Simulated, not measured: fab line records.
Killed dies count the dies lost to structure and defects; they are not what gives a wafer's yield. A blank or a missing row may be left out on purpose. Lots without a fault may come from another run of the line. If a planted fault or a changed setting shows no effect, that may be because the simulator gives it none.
fab line records -- flow n5_finfet
record: lots: 11, wafers: 29, last_day: 18
route steps=1938 shown BEOL_M15@1809 PASSIVATION@1936
lots that met no fault: taken from a fault-free run of the same line
start_h: the number of hours between the record's first day and the start of the first shown wafer of the lot -- wait_h: time in hours since the lot's previous step -- " as in the row above -- L1.1+2: several wafers, shown together as one row -- - no value, or no start given -- * or withheld: withheld -- < > ~ a bound
route shown NAME@n: NAME is a module with steps in the file, n the number in the route of the first one -- usual: mean and standard deviation over wafers with no fault -- same: alike in all rows -- chamber/n: place in a boat -- sites: per-site readings -- _std_site: the values' standard deviation -- _edge_site: mean of outer sites minus mean of inner sites -- radius_mm: how far each site lies from the wafer's centre -- mask NAME#n: copy n -- behind: tool/chamber where the wafer was last shaped -- hold: reason for holding the lot/hours on hold/outcome of the hold -- device: the transistor (n, p or np) that didn't switch -- end of line: tests of these same wafers at the route's end -- a step with no rows: only its recipe -- killed: at the first sort, the dies lost to defects and structure; wafer yield is something else -- map: the dies of a wafer, with x for killed, . for not killed, _ for no die there
set.NAME: the setting the step ran with; set.NAME@STEP: the setting that earlier step ran with -- model.NAME: the simulator's own value behind a step, which no gauge read
steps of the route over a sample of lots; a table a step, a row a wafer
services: a tool's chamber out of use, with start hour (start_h, from the record's first day; less than 0 if before it), hours out, and reason
== steps ==
step: N5_BEOL_M15_TRENCH_ETCH_34
recipe: chemistry: C4F8/O2/Ar, target: SiO2, target_depth_a: 8729.3, he_inner_torr: 15, he_outer_torr: 30, time_s: 199, ion_energy_ev: 800, pressure_mtorr: 20, source_w: 1905, bias_w: 2040, Ar_flow_sccm: 400, C4F8_flow_sccm: 16, O2_flow_sccm: 12
usual: drypump_motor_current_A: 5.8/0.5, oes_f_703_au: 0.76/0.11, oes_product_au: 0.76/0.1, rf_vpp_V: 2242/49, showerhead_plenum_p_Torr: 3.48/0.097, throttle_valve_pct: 30.94/0.29
same: time_s: 199
lot.wafer,tool,chamber,start_h,wait_h,drypump_motor_current_A,oes_f_703_au,oes_product_au,rf_hours_counter_h,rf_vpp_V,showerhead_plenum_p_Torr,throttle_valve_pct
L938.1,rie_diel-05,3,251.46,0.0,6.0,0.70,0.67,243,2283,3.43,31.34
L938.2,rie_diel-05,1,251.46,0.0,5.1,0.69,0.69,210,2251,3.56,31.17
L938.5,rie_diel-05,2,251.46,0.0,6.3,0.72,0.73,-,2226,3.55,30.87
L940.1,rie_diel-05,2,259.02,0.0,6.4,0.72,0.71,226,2226,3.55,30.86
L940.2,rie_diel-05,3,259.02,0.0,6.0,0.69,0.67,246,2283,3.43,31.35
L940.3,rie_diel-05,0,259.02,0.0,5.3,0.77,0.76,177,2230,3.56,30.77
L942.1,rie_diel-03,3,278.84,0.0,5.9,0.68,0.66,249,2169,3.53,31.47
L942.3,rie_diel-03,0,278.84,0.0,5.9,0.67,0.68,214,2343,3.56,31.23
L942.4,rie_diel-03,1,278.84,0.0,6.5,0.66,0.66,257,2189,3.53,31.03
L943.2,rie_diel-03,2,283.57,0.1,5.6,0.75,0.75,131,2153,3.46,31.19
L943.3,rie_diel-03,0,283.57,0.1,5.9,0.66,0.68,-,2342,3.56,31.21
L943.4,rie_diel-03,2,283.57,0.1,5.6,0.75,0.75,-,2154,3.46,31.17
L945.1,rie_diel-06,3,304.35,0.0,5.2,0.72,0.71,244,2203,3.26,31.07
L945.6,rie_diel-06,2,304.35,0.0,6.7,0.72,0.75,-,2284,3.33,31.04
L950.4,rie_diel-06,2,334.13,0.1,6.7,0.71,0.74,-,2284,3.32,31.06
L950.6,rie_diel-06,0,334.13,0.1,5.7,0.67,0.66,-,2279,3.47,30.41
L954.4,rie_diel-03,3,362.04,0.0,5.9,0.94,0.92,20,2166,3.52,31.27
L954.5,rie_diel-03,3,362.04,0.0,5.9,0.94,0.91,-,2169,3.52,31.25
L954.6,rie_diel-03,2,362.04,0.0,5.6,0.73,0.72,-,2152,3.45,31.21
L956.1,rie_diel-05,2,376.22,0.0,6.4,0.98,0.98,2,2224,3.53,30.41
L956.2,rie_diel-05,0,376.22,0.0,5.3,0.74,0.72,214,2227,3.54,30.81
L956.5,rie_diel-05,0,376.22,0.0,5.3,0.75,0.72,-,2228,3.54,30.82
L959.4,rie_diel-05,1,383.82,0.0,5.1,0.67,0.67,247,2249,3.54,31.19
L959.5,rie_diel-05,1,383.82,0.0,5.1,0.67,0.67,-,2251,3.54,31.20
L960.1,rie_diel-05,0,400.00,0.0,5.3,0.74,0.71,223,2227,3.54,30.80
L960.3,rie_diel-05,3,400.00,0.0,6.1,0.91,0.88,37,2283,3.41,31.10
L961.2,rie_diel-06,1,414.31,0.0,5.7,0.91,0.90,18,2197,3.55,30.71
L961.4,rie_diel-06,2,414.31,0.0,6.7,0.70,0.71,208,2283,3.31,31.08
L961.5,rie_diel-06,2,414.31,0.0,6.7,0.70,0.71,-,2282,3.31,31.07
step: N5_BEOL_M15_ETCH_38
recipe: chemistry: CF4/N2, target: SiCN, target_depth_a: 1064, taper_deg: 2, time_s: 120.5, ion_energy_ev: 150, mask_material: SiO2, pressure_mtorr: 40, source_w: 430, bias_w: 70, Ar_flow_sccm: 100, cf4_flow_sccm: 60, n2_flow_sccm: 60
usual: drypump_motor_current_A: 5.8/0.48, oes_product_au: 0.78/0.11, rf_vpp_V: 383.1/1.6, showerhead_plenum_p_Torr: 2.24/0.058, throttle_valve_pct: 15.46/0.24
same: time_s: 120.5
lot.wafer,tool,chamber,start_h,wait_h,drypump_motor_current_A,oes_product_au,rf_hours_counter_h,rf_vpp_V,showerhead_plenum_p_Torr,throttle_valve_pct
L938.1,rie_diel-06,2,-,-,6.7,0.75,156,380.4,2.13,15.55
L938.2,rie_diel-06,0,-,-,5.7,0.69,220,384.0,2.25,15.31
L938.5,rie_diel-06,0,-,-,5.8,0.67,-,383.6,2.25,15.32
L940.1,rie_diel-05,2,-,-,6.3,0.71,226,384.4,2.26,15.36
L940.2,rie_diel-05,1,-,-,5.1,0.68,213,384.8,2.29,15.73
L940.3,rie_diel-05,3,-,-,6.0,0.67,246,380.9,2.18,15.70
L942.1,rie_diel-03,0,-,-,5.9,0.69,215,384.2,2.28,15.55
L942.3,rie_diel-03,2,-,-,5.6,0.74,129,383.0,2.22,15.70
L942.4,rie_diel-03,1,-,-,6.4,0.66,257,384.7,2.26,15.73
L943.2,rie_diel-05,0,-,-,5.3,0.77,184,384.3,2.29,15.32
L943.3,rie_diel-05,0,-,-,5.3,0.76,-,382.7,2.29,15.33
L943.4,rie_diel-05,2,-,-,6.4,0.70,-,385.3,2.26,15.38
L945.1,rie_diel-03,2,-,-,5.6,0.73,139,382.8,2.22,15.74
L945.6,rie_diel-03,2,-,-,5.6,0.74,-,382.6,2.22,15.74
L950.4,rie_diel-05,1,-,-,5.1,0.68,230,383.6,2.29,15.78
L950.6,rie_diel-05,1,-,-,5.1,0.67,-,383.7,2.29,15.77
L954.4,rie_diel-05,3,-,-,6.0,0.90,-,380.0,2.18,15.25
L954.5,rie_diel-05,1,-,-,5.1,0.66,-,384.2,2.28,15.80
L954.6,rie_diel-05,0,-,-,5.3,0.74,-,382.8,2.28,15.36
L956.1,rie_diel-05,2,-,-,6.4,0.98,2,383.5,2.25,14.88
L956.2,rie_diel-05,3,-,-,6.0,0.91,28,381.4,2.17,15.26
L956.5,rie_diel-05,0,-,-,5.3,0.74,-,385.2,2.28,15.39
L959.4,rie_diel-06,2,-,-,6.8,0.71,200,379.7,2.11,15.63
L959.5,rie_diel-06,1,-,-,5.7,0.93,-,383.8,2.27,14.98
L960.1,rie_diel-03,3,-,-,5.9,0.90,35,382.7,2.26,15.53
L960.3,rie_diel-03,0,-,-,5.9,0.97,2,382.5,2.27,15.06
L961.2,rie_diel-05,3,-,-,6.0,0.89,41,381.1,2.17,15.30
L961.4,rie_diel-05,1,-,-,5.1,0.98,2,382.8,2.28,15.30
L961.5,rie_diel-05,3,-,-,6.0,0.90,-,381.6,2.17,15.28
step: N5_BEOL_M15_DEGAS_41
recipe: ambient: vacuum, temp_c: 300, time_s: 60
usual: heater_power_w: 461/55
same: time_s: 60
lot.wafer,tool,chamber,start_h,wait_h,heater_power_w
L938.1,pvd_sputter-01,-,252.96,0.3,452
L938.2,pvd_sputter-01,-,252.96,0.3,534
L938.5,pvd_sputter-01,-,252.96,0.3,407
L940.1,pvd_sputter-03,-,260.04,0.4,457
L940.2,pvd_sputter-03,-,260.04,0.4,566
L940.3,pvd_sputter-03,-,260.04,0.4,353
L942.1,pvd_sputter-02,-,279.63,0.3,498
L942.3,pvd_sputter-02,-,279.63,0.3,477
L942.4,pvd_sputter-02,-,279.63,0.3,447
L943.2,pvd_sputter-01,-,285.17,0.2,427
L943.3,pvd_sputter-01,-,285.17,0.2,531
L943.4,pvd_sputter-01,-,285.17,0.2,461
L945.1,pvd_sputter-01,-,306.58,0.5,448
L945.6,pvd_sputter-01,-,306.58,0.5,525
L950.4,pvd_sputter-01,-,335.18,0.3,436
L950.6,pvd_sputter-01,-,335.18,0.3,511
L954.4,pvd_sputter-01,-,368.22,0.2,544
L954.5,pvd_sputter-01,-,368.22,0.2,420
L954.6,pvd_sputter-01,-,368.22,0.2,434
L956.1,pvd_sputter-01,-,376.95,0.2,541
L956.2,pvd_sputter-01,-,376.95,0.2,425
L956.5,pvd_sputter-01,-,376.95,0.2,444
L959.4,pvd_sputter-03,-,386.83,0.6,470
L959.5,pvd_sputter-03,-,386.83,0.6,571
L960.1,pvd_sputter-02,-,406.19,0.0,450
L960.3,pvd_sputter-02,-,406.19,0.0,502
L961.2,pvd_sputter-02,-,416.12,0.2,495
L961.4,pvd_sputter-02,-,416.12,0.2,459
L961.5,pvd_sputter-02,-,416.12,0.2,476
step: N5_BEOL_M15_SPUTTER_45
recipe: material: Cu, target_thk_a: 1000, temp_c: -20, bias_v: 60, power_w: 26000, chamber_pressure_pa: 0.13, time_s: 16.67
usual: cathode_dc_power_W: 26000/4.8, substrate_temp_c: -20.01/0.11, throttle_valve_pct: 29.3/0.8
same: time_s: 16.67
lot.wafer,tool,chamber,start_h,wait_h,cathode_dc_power_W,substrate_temp_c,throttle_valve_pct
L938.1,pvd_sputter-01,-,253.20,0.0,25998,-20.10,28.7
L938.2,pvd_sputter-01,-,253.20,0.0,25998,-19.93,29.0
L938.5,pvd_sputter-01,-,253.20,0.0,25996,-19.93,28.9
L940.1,pvd_sputter-03,-,260.28,0.0,26002,-20.05,29.2
L940.2,pvd_sputter-03,-,260.28,0.0,25996,-19.94,28.9
L940.3,pvd_sputter-03,-,260.28,0.0,25994,-19.85,28.4
L942.1,pvd_sputter-02,-,283.06,3.2,25998,-20.09,29.1
L942.3,pvd_sputter-02,-,283.06,3.2,26001,-20.07,30.1
L942.4,pvd_sputter-02,-,283.06,3.2,26002,-19.93,30.0
L943.2,pvd_sputter-01,-,285.43,0.0,26003,-20.15,29.6
L943.3,pvd_sputter-01,-,285.43,0.0,26005,-20.08,29.0
L943.4,pvd_sputter-01,-,285.43,0.0,25990,-19.95,28.8
L945.1,pvd_sputter-01,-,306.82,0.0,26004,-20.08,28.6
L945.6,pvd_sputter-01,-,306.82,0.0,25998,-19.99,28.9
L950.4,pvd_sputter-01,-,335.42,0.0,26005,-20.34,29.9
L950.6,pvd_sputter-01,-,335.42,0.0,26002,-20.04,29.0
L954.4,pvd_sputter-01,-,368.46,0.0,24175,-19.86,29.0
L954.5,pvd_sputter-01,-,368.46,0.0,24173,-20.01,29.1
L954.6,pvd_sputter-01,-,368.46,0.0,24165,-19.92,30.0
L956.1,pvd_sputter-01,-,377.19,0.0,24181,-20.05,28.9
L956.2,pvd_sputter-01,-,377.19,0.0,24172,-19.78,29.4
L956.5,pvd_sputter-01,-,377.19,0.0,24168,-20.13,28.9
L959.4,pvd_sputter-03,-,387.07,0.0,26005,-19.94,29.6
L959.5,pvd_sputter-03,-,387.07,0.0,26000,-19.96,28.6
L960.1,pvd_sputter-02,-,406.43,0.0,26000,-20.06,32.1
L960.3,pvd_sputter-02,-,406.43,0.0,25997,-20.07,29.1
L961.2,pvd_sputter-02,-,416.36,0.0,26010,-19.86,30.0
L961.4,pvd_sputter-02,-,416.36,0.0,25992,-20.10,31.7
L961.5,pvd_sputter-02,-,416.36,0.0,26002,-20.09,30.0
step: N5_PASSIVATION_PROBE_49
usual: defect_limited_yield: 91.5/1.5, killed_at_M0_to_M3: 32/10, killed_at_M4_up: 13/4.9, killed_at_contacts: 13/6.1, killed_at_front_end: 38/11, killed_at_other: 3/3.2, killed_dies: 101/18, killed_open: 66/13, killed_short: 32/8.3, sort_bin_4_leakage: 0.00/0.018, sort_bin_5_function: 5.0/1, sort_bin_6_memory: 3.2/0.74, sort_bin_8_speed: 0.1/1.1, sort_n_pass: 1078/22, sort_yield_pct: 91.3/1.9
same: gross_dies: 1180, killed_at_back_side: 0
lot.wafer,tool,chamber,start_h,wait_h,defect_limited_yield[%],killed_at_M0_to_M3,killed_at_M4_up,killed_at_contacts,killed_at_front_end,killed_at_other,killed_dies,killed_open,killed_short,sort_bin_4_leakage[%],sort_bin_5_function[%],sort_bin_6_memory[%],sort_bin_8_speed[%],sort_n_pass,sort_yield_pct[%]
L938.1,prober-02,-,269.13,0.0,89.9,36,12,29,37,5,119,73,42,0,6.3,3.5,0,1061,89.9
L938.2,prober-02,-,269.18,0.1,88.3,63,12,18,44,1,138,93,41,0,6.1,5.0,0,1042,88.3
L938.5,prober-02,-,269.33,0.2,89.8,38,7,22,48,5,120,78,39,0,5.3,4.2,0,1060,89.8
L940.1,prober-01,-,281.43,0.0,91.6,27,17,13,42,0,99,66,28,0,4.7,3.6,0.1,1080,91.5
L940.2,prober-01,-,281.48,0.1,91.6,28,11,19,38,3,99,59,32,0,4.2,4.0,0,1081,91.6
L940.3,prober-01,-,281.53,0.1,92.5,35,11,11,31,1,89,58,28,0,4.6,2.6,0,1091,92.5
L943.2,prober-02,-,299.39,0.1,91.2,27,18,15,36,8,104,65,36,0,5.5,2.9,0,1076,91.2
L943.3,prober-02,-,299.44,0.1,87.5,29,14,36,60,8,147,81,58,0,6.2,5.5,0,1033,87.5
L943.4,prober-02,-,299.49,0.2,91.4,24,18,13,41,6,102,74,22,0,4.7,3.7,0,1078,91.4
L942.1,prober-01,-,300.42,0.0,91.4,28,19,9,43,2,101,75,23,0,5.1,3.4,0,1079,91.4
L942.3,prober-01,-,300.52,0.1,91.8,50,10,12,23,2,97,67,29,0,3.9,4.0,0,1083,91.8
L942.4,prober-01,-,300.57,0.2,88.2,35,25,12,63,4,139,92,45,0,6.8,4.5,0,1041,88.2
L945.1,prober-02,-,326.72,0.0,88.8,35,17,16,59,5,132,86,44,0,5.8,5.0,0,1048,88.8
L945.6,prober-02,-,326.97,0.3,88.1,33,16,7,65,20,141,87,48,0,7.5,3.8,0,1039,88.1
L950.4,prober-02,-,352.87,0.2,90.8,26,21,20,38,3,108,73,34,0,5.1,3.7,0,1072,90.8
L950.6,prober-02,-,352.97,0.3,91.4,42,7,17,33,3,102,64,35,0,5.2,3.0,0,1078,91.4
L954.4,prober-01,-,386.88,0.2,91.4,23,11,15,51,1,101,68,32,0,5.3,3.1,0,1079,91.4
L954.5,prober-01,-,386.93,0.2,91.4,26,24,7,43,2,102,61,40,0,5.2,3.1,0,1078,91.4
L954.6,prober-01,-,386.98,0.3,89.7,37,16,7,53,8,121,83,36,0,6.2,3.7,0,1059,89.7
L956.1,prober-02,-,392.76,0.5,90.6,35,8,23,33,12,111,70,41,0,6.1,3.1,0,1069,90.6
L956.2,prober-02,-,392.81,0.5,90.3,42,10,12,49,1,114,68,45,0,5.0,4.2,0.1,1066,90.3
L956.5,prober-02,-,392.96,0.7,93.1,21,6,11,34,9,81,57,24,0.08,4.4,2.5,0,1098,93.1
L959.4,prober-02,-,402.66,0.2,91.3,26,10,12,46,9,103,67,36,0,4.2,4.2,0,1077,91.3
L959.5,prober-02,-,402.71,0.2,90.8,29,17,15,43,5,109,67,42,0,5.4,3.2,0,1071,90.8
L960.1,prober-02,-,419.95,0.0,89.2,52,16,20,37,2,127,79,47,0,5.8,4.3,0,1053,89.2
L960.3,prober-02,-,420.05,0.1,88.9,40,14,29,44,4,131,90,37,0,6.7,3.8,0,1049,88.9
L961.2,prober-02,-,430.68,0.1,93.5,26,8,11,23,9,77,47,29,0,3.2,2.9,0,1103,93.5
L961.4,prober-02,-,430.78,0.2,90.3,43,17,9,44,2,115,73,38,0,5.5,3.7,0,1065,90.3
L961.5,prober-02,-,430.83,0.2,92.1,34,9,7,37,6,93,56,35,0,4.2,3.5,0,1087,92.1
killed by level:class
L938.1 MOL_CONTACT_COAG:geometric_particle:open=22 BEOL_M0_SAQP:geometric_particle:open=13 BEOL_M0_SAQP:geometric_particle:short=10 DUMMY_GATE:geometric_particle:open=7 MOL_CONTACT_COAG:geometric_particle:short=7 FIN_SAQP:geometric_particle:short=6 BEOL_M4:geometric_particle:open=6 ILD0:geometric_particle:open=4
L938.2 MOL_CONTACT_COAG:geometric_particle:open=16 BEOL_M0_SAQP:geometric_particle:short=10 BEOL_M3:geometric_particle:open=10 FIN_SAQP:geometric_particle:short=8 STI_FIN_REVEAL:geometric_particle:open=8 BEOL_M1:geometric_particle:open=8 BEOL_M0_SAQP:geometric_particle:open=8 FIN_SAQP:geometric_particle:open=7
L938.5 MOL_CONTACT_COAG:geometric_particle:open=17 BEOL_M1:geometric_particle:open=11 STI_FIN_REVEAL:geometric_particle:open=10 FIN_SAQP:geometric_particle:open=9 GATE_CUT:geometric_particle:short=7 BEOL_M0_SAQP:geometric_particle:short=7 DUMMY_GATE:geometric_particle:open=5 BEOL_M0_SAQP:geometric_particle:open=5
L940.1 FIN_SAQP:geometric_particle:open=10 MOL_CONTACT_COAG:geometric_particle:open=9 STI_FIN_REVEAL:geometric_particle:open=7 BEOL_M0_SAQP:geometric_particle:short=7 BEOL_M1:geometric_particle:open=7 BEOL_M2:geometric_particle:open=6 BEOL_M4:geometric_particle:open=6 STARTING-WAFER:geometric_particle:open=6
L940.2 MOL_CONTACT_COAG:geometric_particle:open=14 FIN_SAQP:geometric_particle:open=11 STI_FIN_REVEAL:geometric_particle:short=6 STI_FIN_REVEAL:geometric_particle:open=6 FIN_SAQP:geometric_particle:short=5 BEOL_M1:geometric_particle:open=5 BEOL_M1:geometric_particle:short=5 MOL_CONTACT_COAG:geometric_particle:short=4
L940.3 STI_FIN_REVEAL:geometric_particle:open=11 BEOL_M1:geometric_particle:open=8 MOL_CONTACT_COAG:geometric_particle:open=8 BEOL_M0_SAQP:geometric_particle:short=7 BEOL_M0_SAQP:geometric_particle:open=6 GATE_CUT:geometric_particle:open=5 GATE_CUT:geometric_particle:short=4 BEOL_M2:geometric_particle:open=4
L943.2 MOL_CONTACT_COAG:geometric_particle:open=12 BEOL_M0_SAQP:geometric_particle:open=11 FIN_SAQP:geometric_particle:short=10 BEOL_M0_SAQP:geometric_particle:short=8 BEOL_M4:geometric_particle:open=8 FIN_SAQP:geometric_particle:open=7 STI_FIN_REVEAL:geometric_particle:open=7 BEOL_M5:geometric_particle:open=5
L943.3 MOL_CONTACT_COAG:geometric_particle:open=27 FIN_SAQP:geometric_particle:short=16 FIN_SAQP:geometric_particle:open=14 MOL_CONTACT_COAG:geometric_particle:short=7 BEOL_M0_SAQP:geometric_particle:short=7 BEOL_M0_SAQP:geometric_particle:open=7 DUMMY_GATE:geometric_particle:open=5 BEOL_M1:geometric_particle:open=5
L943.4 MOL_CONTACT_COAG:geometric_particle:open=12 FIN_SAQP:geometric_particle:open=10 FIN_SAQP:geometric_particle:short=8 DUMMY_GATE:geometric_particle:open=7 BEOL_M2:geometric_particle:open=7 STI_FIN_REVEAL:geometric_particle:open=6 BEOL_M1:geometric_particle:open=4 BEOL_M4:geometric_particle:open=4
L942.1 STI_FIN_REVEAL:geometric_particle:open=18 MOL_CONTACT_COAG:geometric_particle:open=7 BEOL_M2:geometric_particle:open=7 BEOL_M3:geometric_particle:open=7 STARTING-WAFER:geometric_particle:open=6 STI_FIN_REVEAL:geometric_particle:short=5 BEOL_M5:geometric_particle:open=5 BEOL_M1:geometric_particle:open=5
L942.3 BEOL_M3:geometric_particle:open=16 MOL_CONTACT_COAG:geometric_particle:open=10 BEOL_M1:geometric_particle:open=7 BEOL_M3:geometric_particle:short=7 FIN_SAQP:geometric_particle:short=6 BEOL_M0_SAQP:geometric_particle:open=6 BEOL_M2:geometric_particle:open=5 BEOL_M4:geometric_particle:open=5
L942.4 STI_FIN_REVEAL:geometric_particle:open=15 FIN_SAQP:geometric_particle:short=13 BEOL_M3:geometric_particle:open=11 MOL_CONTACT_COAG:geometric_particle:open=10 BEOL_M1:geometric_particle:open=9 FIN_SAQP:geometric_particle:open=8 BEOL_M0_SAQP:geometric_particle:short=8 BEOL_M4:geometric_particle:open=8
L945.1 STI_FIN_REVEAL:geometric_particle:open=25 MOL_CONTACT_COAG:geometric_particle:open=12 BEOL_M0_SAQP:geometric_particle:short=10 BEOL_M0_SAQP:geometric_particle:open=7 BEOL_M1:geometric_particle:open=7 FIN_SAQP:geometric_particle:open=6 FIN_SAQP:geometric_particle:short=6 STI_FIN_REVEAL:geometric_particle:short=5
L945.6 STI_FIN_REVEAL:geometric_particle:open=32 STI_FIN_REVEAL:geometric_particle:short=10 FIN_SAQP:geometric_particle:short=9 BEOL_M0_SAQP:geometric_particle:open=6 BEOL_M3:geometric_particle:open=6 MIM_TOP_ETCH:geometric_particle:open=6 MOL_CONTACT_COAG:geometric_particle:open=6 BEOL_M4:geometric_particle:open=6
L950.4 MOL_CONTACT_COAG:geometric_particle:open=17 GATE_CUT:geometric_particle:short=8 BEOL_M3:geometric_particle:open=8 FIN_SAQP:geometric_particle:open=6 BEOL_M4:geometric_particle:open=6 BEOL_M0_SAQP:geometric_particle:open=5 BEOL_M5:geometric_particle:open=4 STI_FIN_REVEAL:geometric_particle:open=4
L950.6 MOL_CONTACT_COAG:geometric_particle:open=14 BEOL_M0_SAQP:geometric_particle:short=14 BEOL_M0_SAQP:geometric_particle:open=13 GATE_CUT:geometric_particle:short=8 BEOL_M3:geometric_particle:open=6 STI_FIN_REVEAL:geometric_particle:open=4 BEOL_M2:geometric_particle:open=4 FIN_SAQP:geometric_particle:open=3
L954.4 STI_FIN_REVEAL:geometric_particle:open=13 MOL_CONTACT_COAG:geometric_particle:open=13 FIN_SAQP:geometric_particle:short=8 STARTING-WAFER:geometric_particle:open=6 FIN_SAQP:geometric_particle:open=5 BEOL_M0:geometric_particle:open=5 STI_FIN_REVEAL:geometric_particle:short=4 BEOL_M0_SAQP:geometric_particle:short=4
L954.5 BEOL_M4:geometric_particle:open=11 FIN_SAQP:geometric_particle:short=10 BEOL_M2:geometric_particle:open=9 STI_FIN_REVEAL:geometric_particle:open=9 MOL_CONTACT_COAG:geometric_particle:open=6 BEOL_M4:geometric_particle:short=6 FIN_SAQP:geometric_particle:open=5 STARTING-WAFER:geometric_particle:short=5
L954.6 BEOL_M2:geometric_particle:open=14 FIN_SAQP:geometric_particle:short=12 STI_FIN_REVEAL:geometric_particle:open=12 FIN_SAQP:geometric_particle:open=10 BEOL_M3:geometric_particle:open=8 BEOL_M5:geometric_particle:open=5 BEOL_M4:geometric_particle:open=5 MOL_CONTACT_COAG:geometric_particle:open=4
L956.1 MOL_CONTACT_COAG:geometric_particle:open=19 BEOL_M1:geometric_particle:open=12 STI_FIN_REVEAL:geometric_particle:open=8 BEOL_M1:geometric_particle:short=8 BEOL_M2:geometric_particle:open=5 MOL_CONTACT_COAG:geometric_particle:short=4 MIM_TOP_ETCH:geometric_particle:open=4 STARTING-WAFER:geometric_particle:short=4
L956.2 BEOL_M2:geometric_particle:open=12 GATE_CUT:geometric_particle:short=10 STI_FIN_REVEAL:geometric_particle:open=9 DUMMY_GATE:geometric_particle:open=8 MOL_CONTACT_COAG:geometric_particle:open=8 BEOL_M1:geometric_particle:short=8 BEOL_M1:geometric_particle:open=7 FIN_SAQP:geometric_particle:short=6
L956.5 MOL_CONTACT_COAG:geometric_particle:open=10 BEOL_M1:geometric_particle:open=7 STI_FIN_REVEAL:geometric_particle:open=6 DUMMY_GATE:geometric_particle:open=6 FIN_SAQP:geometric_particle:short=5 STARTING-WAFER:geometric_particle:open=5 BEOL_M0:geometric_particle:open=4 GATE_CUT:geometric_particle:short=3
L959.4 DUMMY_GATE:geometric_particle:open=11 FIN_SAQP:geometric_particle:open=10 BEOL_M0_SAQP:geometric_particle:short=9 MOL_CONTACT_COAG:geometric_particle:open=8 FIN_SAQP:geometric_particle:short=6 BEOL_M0_SAQP:geometric_particle:open=6 STI_FIN_REVEAL:geometric_particle:open=6 GATE_CUT:geometric_particle:short=5
L959.5 MOL_CONTACT_COAG:geometric_particle:open=11 BEOL_M0_SAQP:geometric_particle:open=9 BEOL_M0_SAQP:geometric_particle:short=9 FIN_SAQP:geometric_particle:open=8 STI_FIN_REVEAL:geometric_particle:open=8 BEOL_M4:geometric_particle:open=7 STARTING-WAFER:geometric_particle:open=6 FIN_SAQP:geometric_particle:short=5
L960.1 BEOL_M0_SAQP:geometric_particle:short=21 MOL_CONTACT_COAG:geometric_particle:open=17 BEOL_M3:geometric_particle:open=11 FIN_SAQP:geometric_particle:open=10 BEOL_M0_SAQP:geometric_particle:open=7 STI_FIN_REVEAL:geometric_particle:open=6 GATE_CUT:geometric_particle:short=5 FIN_SAQP:geometric_particle:short=4
L960.3 MOL_CONTACT_COAG:geometric_particle:open=21 FIN_SAQP:geometric_particle:open=14 BEOL_M0_SAQP:geometric_particle:open=8 MOL_CONTACT_COAG:geometric_particle:short=8 BEOL_M1:geometric_particle:open=8 STI_FIN_REVEAL:geometric_particle:open=7 BEOL_M3:geometric_particle:open=7 FIN_SAQP:geometric_particle:short=5
L961.2 STI_FIN_REVEAL:geometric_particle:open=6 MOL_CONTACT_COAG:geometric_particle:open=6 BEOL_M0_SAQP:geometric_particle:open=6 BEOL_M2:geometric_particle:open=6 BEOL_M2:geometric_particle:short=6 MOL_CONTACT_COAG:geometric_particle:short=5 MIM_TOP:geometric_particle:short=5 FIN_SAQP:geometric_particle:short=3
L961.4 FIN_SAQP:geometric_particle:short=13 BEOL_M2:geometric_particle:open=12 FIN_SAQP:geometric_particle:open=11 BEOL_M3:geometric_particle:open=9 BEOL_M0_SAQP:geometric_particle:short=9 MOL_CONTACT_COAG:geometric_particle:open=8 BEOL_M0_SAQP:geometric_particle:open=8 BEOL_M5:geometric_particle:open=5
L961.5 STI_FIN_REVEAL:geometric_particle:open=8 BEOL_M3:geometric_particle:open=8 BEOL_M0_SAQP:geometric_particle:short=6 FIN_SAQP:geometric_particle:short=5 FIN_SAQP:geometric_particle:open=5 DUMMY_GATE:geometric_particle:open=4 MOL_CONTACT_COAG:geometric_particle:open=4 BEOL_M0_SAQP:geometric_particle:open=4
== services ==
tool,chamber,start_h,hours,kind
rie_diel-03,-,242.73,14.6,pm
rie_diel-05,3,272.30,-,clean
rie_diel-05,3,272.30,-,consumable_replace:focus_ring
rie_diel-05,3,272.30,16.6,scheduled_down
rie_diel-05,3,272.30,16.6,vent_cycle
rie_diel-03,3,279.83,-,clean
rie_diel-03,3,279.83,-,consumable_replace:focus_ring
rie_diel-03,3,279.83,23.5,scheduled_down
rie_diel-03,3,279.83,23.5,vent_cycle
rie_diel-05,1,282.09,17.6,repair
rie_diel-05,2,299.70,4.2,repair
rie_diel-05,-,302.74,1.0,repair
rie_diel-06,1,329.32,4.8,repair
rie_diel-05,2,346.06,7.8,repair
rie_diel-03,3,352.59,6.3,repair
rie_diel-05,2,354.18,-,clean
rie_diel-05,2,354.18,-,consumable_replace:focus_ring
rie_diel-05,2,354.18,16.4,scheduled_down
rie_diel-05,2,354.18,16.4,vent_cycle
rie_diel-05,1,393.11,-,clean
rie_diel-05,1,393.11,-,consumable_replace:focus_ring
rie_diel-05,1,393.11,15.7,scheduled_down
rie_diel-05,1,393.11,15.7,vent_cycle
pvd_sputter-01,-,400.57,5.2,repair
== key ==
first_sign: step: N5_BEOL_M15_SPUTTER_45, reading: cathode_dc_power_W, direction: down, sigmas: 99+, usual: *, struck: *
effect none on later readings
met_at N5_BEOL_M15_SPUTTER_45
struck_lots L954,L956
not_acting_at N5_BEOL_M15_TRENCH_ETCH_34,N5_BEOL_M15_ETCH_38,N5_BEOL_M15_DEGAS_41
onset_between 335.42 368.46
fault: kind: process_parameter_drift, tool: pvd_sputter-01, chamber: -, onset_h: 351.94, steps: N5_BEOL_M15_SPUTTER_45, channel: power_w, offset: *, shape: step, end_h: 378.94, acts_in: *, stated: *
